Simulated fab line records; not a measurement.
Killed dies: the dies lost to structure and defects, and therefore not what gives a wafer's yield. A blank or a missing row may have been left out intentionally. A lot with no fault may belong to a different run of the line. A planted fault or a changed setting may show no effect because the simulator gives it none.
The tool behind it: which one? + flow n5Finfet + 10 lots with 27 wafers sampled at 7 steps, on a route of 1938 steps

## WHAT THE GAUGES READ, wafer by wafer
N5_BEOL_M4_RC_MEAS_101.
| lot  | measured     | on        | DIBL_N (mV/V)  | DIBL_P (mV/V)  | IOFF_N (nA/um) | IOFF_P (nA/um) | ION_N (uA/um) | ION_P (uA/um) | SS_N (mV/dec)  | SS_P (mV/dec)  | VT_N (mV)   | VT_P (mV)      |
|------|--------------|-----------|----------------|----------------|----------------|----------------|---------------|---------------|----------------|----------------|-------------|----------------|
| L427 | day 7 22:44  | prober-02 | 39.2 36.3      | 38.4 35.2      | 0.20 0.15      | 0.22 0.18      | 673 674       | 452 459       | 72.1 70.1      | 73.8 73.3      | 246 248     | -252 -252      |
| L428 | day 8 01:22  | prober-02 | 36.7 36.4 33.9 | 37.2 37.7 34.4 | 0.17 0.16 0.13 | 0.23 0.23 0.18 | 665 687 668   | 465 468 465   | 71.8 72.2 71.1 | 73.2 73.8 72.9 | 250 250 252 | -248 -247 -250 |
| L430 | day 8 15:17  | prober-02 | 38.1 34.9 36.7 | 38.5 35.8 37.3 | 0.19 0.14 0.17 | 0.23 0.19 0.21 | 682 657 676   | 462 450 462   | 72.5 71.9 71.4 | 73.5 72.8 73.5 | 248 253 250 | -250 -253 -253 |
| L432 | day 9 02:31  | prober-02 | 37.4 34.8 35.5 | 38.4 34.5 35.5 | 0.18 0.13 0.15 | 0.23 0.16 0.18 | 679 674 671   | 467 461 458   | 71.6 70.8 70.8 | 74.6 73.0 73.6 | 249 251 251 | -246 -251 -253 |
| L434 | day 9 11:34  | prober-02 | 36.8 35.1 36.4 | 38.0 37.1 37.7 | 0.17 0.14 0.16 | 0.21 0.18 0.20 | 669 669 672   | 454 451 450   | 72.3 71.1 71.1 | 73.7 72.7 73.2 | 248 251 246 | -254 -251 -253 |
| L437 | day 10 11:10 | prober-02 | 37.4 36.9      | 38.8 38.4      | 0.18 0.16      | 0.23 0.21      | 693 674       | 465 462       | 71.7 71.3      | 73.9 73.7      | 247 251     | -253 -251      |
| L440 | day 11 05:26 | prober-02 | 33.7 36.9      | 33.3 37.8      | 0.12 0.18      | 0.15 0.22      | 665 673       | 450 460       | 71.1 71.8      | 72.2 73.6      | 252 248     | -254 -251      |
| L444 | day 12 00:05 | prober-02 | 37.1 35.6 34.8 | 37.9 35.9 34.4 | 0.17 0.15 0.13 | 0.21 0.17 0.16 | 678 657 667   | 463 450 454   | 71.4 71.7 71.3 | 73.3 73.1 72.4 | 248 248 251 | -251 -254 -255 |
| L443 | day 12 01:31 | prober-01 | 35.6 37.8 35.9 | 36.4 38.3 36.5 | 0.15 0.20 0.15 | 0.20 0.23 0.21 | 665 670 678   | 455 455 462   | 71.0 72.0 71.7 | 73.4 73.8 73.6 | 251 246 251 | -249 -251 -252 |
| L450 | day 13 08:45 | prober-02 | 37.0 35.7 37.2 | 35.9 34.2 37.3 | 0.16 0.13 0.17 | 0.21 0.19 0.23 | 680 666 684   | 465 460 469   | 71.2 69.8 71.0 | 72.9 72.2 73.9 | 249 254 249 | -253 -250 -247 |

N5_BEOL_M6_CD_MEAS_28: target cd 40 nm.
| lot  | measured     | on       | cdNm (nm)         |
|------|--------------|----------|-------------------|
| L427 | day 8 16:52  | cdSem-03 | 39.95 39.75       |
| L428 | day 8 18:50  | cdSem-01 | 40.12 39.72 40.07 |
| L430 | day 9 10:17  | cdSem-01 | 40.00 40.00 40.22 |
| L432 | day 9 17:52  | cdSem-02 | 39.37 39.63 39.70 |
| L434 | day 10 05:25 | cdSem-03 | 39.91 39.71 40.06 |
| L437 | day 11 03:35 | cdSem-03 | 39.70 39.84       |
| L440 | day 11 22:15 | cdSem-02 | 39.61 40.03       |
| L444 | day 12 16:47 | cdSem-01 | 40.18 39.92 40.02 |
| L443 | day 12 16:37 | cdSem-01 | 40.35 40.22 39.90 |
| L450 | day 14 01:38 | cdSem-03 | 39.82 39.46 39.97 |

N5_BEOL_M6_INSPECT_30: inspects for defects (brightfield).
| lot  | measured     | on               | rawDefectCount |
|------|--------------|------------------|----------------|
| L427 | day 8 16:57  | defectInspect-01 | 760 655        |
| L428 | day 8 18:56  | defectInspect-01 | 615 452 815    |
| L430 | day 9 10:22  | defectInspect-01 | 584 487 491    |
| L432 | day 9 17:56  | defectInspect-01 | 358 417 428    |
| L434 | day 10 05:30 | defectInspect-01 | 480 662 437    |
| L437 | day 11 03:40 | defectInspect-01 | 401 359        |
| L440 | day 11 22:20 | defectInspect-02 | 637 499        |
| L444 | day 12 16:52 | defectInspect-01 | 472 458 522    |
| L443 | day 12 16:41 | defectInspect-02 | 406 397 426    |
| L450 | day 14 01:43 | defectInspect-01 | 462 393 420    |

N5_BEOL_M6_THK_MEAS_53: measures by xrf.
| lot  | measured     | on           | M6_THK (nm)    |
|------|--------------|--------------|----------------|
| L427 | day 8 19:51  | filmMetro-02 | 79.8 75.9      |
| L428 | day 8 21:29  | filmMetro-02 | 78.6 78.6 77.3 |
| L430 | day 9 13:22  | filmMetro-02 | 77.4 78.3 79.5 |
| L432 | day 9 21:43  | filmMetro-01 | 81.2 77.7 77.8 |
| L434 | day 10 08:20 | filmMetro-01 | 81.5 84.8 82.0 |
| L437 | day 11 06:44 | filmMetro-01 | 81.3 199.9     |
| L440 | day 12 00:56 | filmMetro-01 | 82.8 192.2     |
| L444 | day 12 20:48 | filmMetro-02 | 77.7 78.4 77.2 |
| L443 | day 12 20:32 | filmMetro-02 | 77.2 79.9 79.7 |
| L450 | day 14 08:08 | filmMetro-02 | 74.6 77.1 76.8 |

N5_BEOL_M6_INSPECT_58: inspects for defects (darkfield).
| lot  | measured     | on               | rawDefectCount |
|------|--------------|------------------|----------------|
| L427 | day 8 20:01  | defectInspect-02 | 99 140         |
| L428 | day 8 21:39  | defectInspect-02 | 81 92 84       |
| L430 | day 9 13:31  | defectInspect-01 | 118 86 77      |
| L432 | day 9 21:52  | defectInspect-02 | 54 81 106      |
| L434 | day 10 08:29 | defectInspect-02 | 47 58 75       |
| L437 | day 11 06:54 | defectInspect-01 | 39 1322        |
| L440 | day 12 01:05 | defectInspect-01 | 45 1357        |
| L444 | day 12 20:58 | defectInspect-01 | 83 115 73      |
| L443 | day 12 20:42 | defectInspect-01 | 84 75 71       |
| L450 | day 14 08:20 | defectInspect-02 | 71 74 29       |

## TOOL THAT RAN EACH LOT (tool first, then ch and the chambers of the sampled wafers, then the start)
| lot  | N5_BEOL_M6_SURFACE_TREAT_79 | N5_BEOL_M6_CMP_52             |
|------|-----------------------------|-------------------------------|
| L427 | pvdSputter-02, day 8 18:44  | cmp-02 ch 0,2, day 8 19:38    |
| L428 | pvdSputter-01, day 8 20:28  | cmp-02 ch 0,1,2, day 8 21:14  |
| L430 | pvdSputter-03, day 9 12:05  | cmp-01 ch 0,1,3, day 9 13:04  |
| L432 | pvdSputter-03, day 9 20:02  | cmp-02 ch 0,1,3, day 9 21:27  |
| L434 | pvdSputter-01, day 10 07:14 | cmp-04 ch 0,2,3, day 10 08:04 |
| L437 | pvdSputter-02, day 11 05:32 | cmp-02 ch 1,3, day 11 06:31   |
| L440 | pvdSputter-03, day 11 23:54 | cmp-02 ch 1,3, day 12 00:43   |
| L444 | pvdSputter-01, day 12 19:10 | cmp-01 ch 0,2,3, day 12 20:35 |
| L443 | pvdSputter-03, day 12 18:41 | cmp-04 ch 1,3, day 12 20:17   |
| L450 | pvdSputter-03, day 14 03:56 | cmp-01 ch 1,3, day 14 07:53   |
- N5_BEOL_M6_SURFACE_TREAT_79
- N5_BEOL_M6_CMP_52: polishes, stops on SiCOH lowk, t overpolish 6.9 s, target thk 80 nm.

## WHAT THE TOOLS THEMSELVES READ (means of the sampled wafers that have a number; where no wafer has one, the mark that the record gives instead)
N5_BEOL_M6_CMP_52.
| lot  | tool   | barrierFieldEndpointS (s) | clearingPlatenDownForcePsi (psi) | edgeZonePressureFrac | motorCurrentA (A) | overpolishRunS (s) | platenRpm (rpm) | timeToEndpointS (s) |
|------|--------|---------------------------|----------------------------------|----------------------|-------------------|--------------------|-----------------|---------------------|
| L427 | cmp-02 | 27.5                      | 1.4982                           | 1.006                | 6.4               | 6.907              | 50.02           | 60                  |
| L428 | cmp-02 | 28.3                      | 1.4994                           | 0.997                | 6.3               | 6.906              | 49.99           | 58                  |
| L430 | cmp-01 | 28.2                      | 1.4990                           | 0.997                | 5.7               | 6.897              | 50.05           | 57                  |
| L432 | cmp-02 | 28.2                      | 1.5023                           | 0.996                | 6.7               | 6.903              | 49.99           | 60                  |
| L434 | cmp-04 | 29.0                      | 1.4950                           | 0.999                | 6.4               | 6.901              | 50.02           | 61                  |
| L437 | cmp-02 | 38.9                      | 1.4977                           | 0.996                | 6.3               | 3.471              | 49.95           | 74                  |
| L440 | cmp-02 | 38.1                      | 1.5009                           | 1.002                | 6.5               | 3.470              | 49.98           | 74                  |
| L444 | cmp-01 | 28.7                      | 1.4985                           | 1.000                | 6.0               | 6.896              | 49.99           | 61                  |
| L443 | cmp-04 | 29.7                      | 1.4974                           | 0.997                | 6.6               | 6.906              | 49.99           | 68                  |
| L450 | cmp-01 | 28.1                      | 1.4980                           | 0.999                | 5.6               | 6.891              | 49.99           | 58                  |

## THE ANSWER, worked out from the rows above alone
Rule: usual is defined by the lots themselves. Put in order of their means at a reading, lots are off if they are a third of the lots or fewer, leave a main group of 4 or more, and stand apart from it by a gap of 3 or more times the standard deviation of the main group's means; of several such gaps the widest counts. Not used: any main group whose means are identical at the precision the tables above print for the reading. A lot without any number at a reading at which 4 lots or more have one is off too. The other lots that the step has rows for count as sound. The gauges are gone through in route order, then the tools' own readings, and for those a lot's mean is taken as printed above. At the first step where some lot is off, the reading lying furthest off is the one used; lots without a number count as furthest.
Off: L437, L440, seen at N5_BEOL_M6_THK_MEAS_53 (M6_THK). Mean 78.6 nm and standard deviation 1.8 in the main group.
A tool fits if, at a process step before that reading, it ran every lot that is off, and no sound lot after the first of them. The gauges at N5_BEOL_M6_THK_MEAS_53 aren't tried: what is off there is off at N5_BEOL_M6_INSPECT_58 too, on other tools, and a gauge's error can't cause that. One fits: N5_BEOL_M6_CMP_52 on cmp-02. A fault onset in the window from L432 (day 9 21:27, its last sound lot) to L437 (day 11 06:31, its first lot off) fits.
The tool's own readings at N5_BEOL_M6_CMP_52 bear it out: on the lots that are off they differ by more than 5 times the standard deviation of the sound lots' means. barrierFieldEndpointS reads 38.5 s there against 28.5 s on the sound lots; overpolishRunS reads 3.471 s there against 6.901 s on the sound lots.

## WHAT THE SIMULATOR HAD PUT IN
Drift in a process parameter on cmp-02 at N5_BEOL_M6_CMP_52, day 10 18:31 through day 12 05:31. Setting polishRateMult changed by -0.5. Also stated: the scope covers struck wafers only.
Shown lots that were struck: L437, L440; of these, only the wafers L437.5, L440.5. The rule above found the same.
